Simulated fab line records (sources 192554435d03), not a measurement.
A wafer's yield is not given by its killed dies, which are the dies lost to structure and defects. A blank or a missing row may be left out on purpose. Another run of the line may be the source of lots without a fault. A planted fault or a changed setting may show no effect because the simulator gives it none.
Chamber matching	flow n5_finfet	N5_BEOL_M10_STRIP_67 on rie_diel-02: 4 sister chambers
The step strips in CF4. 4 wafers are shown with their chamber, then 12 later ones without.

## WAFERS PAIRED WITH THEIR CHAMBERS
wafer	chamber	showerhead_plenum_p_Torr (Torr)
L086.3	1	1.69
L090.1	0	1.78
L090.3	3	1.76
L090.6	2	1.81

## WAFERS WITHOUT THEIR CHAMBER
wafer	showerhead_plenum_p_Torr (Torr)
L088.1	1.69
L088.4	1.76
L088.5	1.78
L093.1	1.81
L093.3	1.69
L093.4	1.81
L095.2	1.78
L095.5	1.75
L095.6	1.78
L097.2	1.80
L097.3	1.78
L097.5	1.80

## WHICH CHAMBER EACH WENT THROUGH
wafer	from the rows above	in truth
L088.1	1	1
L088.4	3	3
L088.5	0	0
L093.1	2	2
L093.3	1	1
L093.4	2	2
L095.2	0	0
L095.5	3	3
L095.6	0	0
L097.2	2	2
L097.3	0	0
L097.5	2	2
Placed correctly: 12 of 12. Number that these rows cannot place: 0. Number placed wrongly: 0.
How it was worked out, from the rows above alone: a wafer's distance from a chamber is the root of the sum, over the readings, of the square of ((its reading less the chamber's mean) divided by the reading's scatter). If the next closest chamber is less than 2 further off than the closest, the wafer can't be placed; otherwise it belongs to the closest. The mean given for a chamber averages the wafers shown for that chamber. The scatter: root of mean squared gap, hidden wafer to nearest shown wafer, with one shown wafer a chamber.
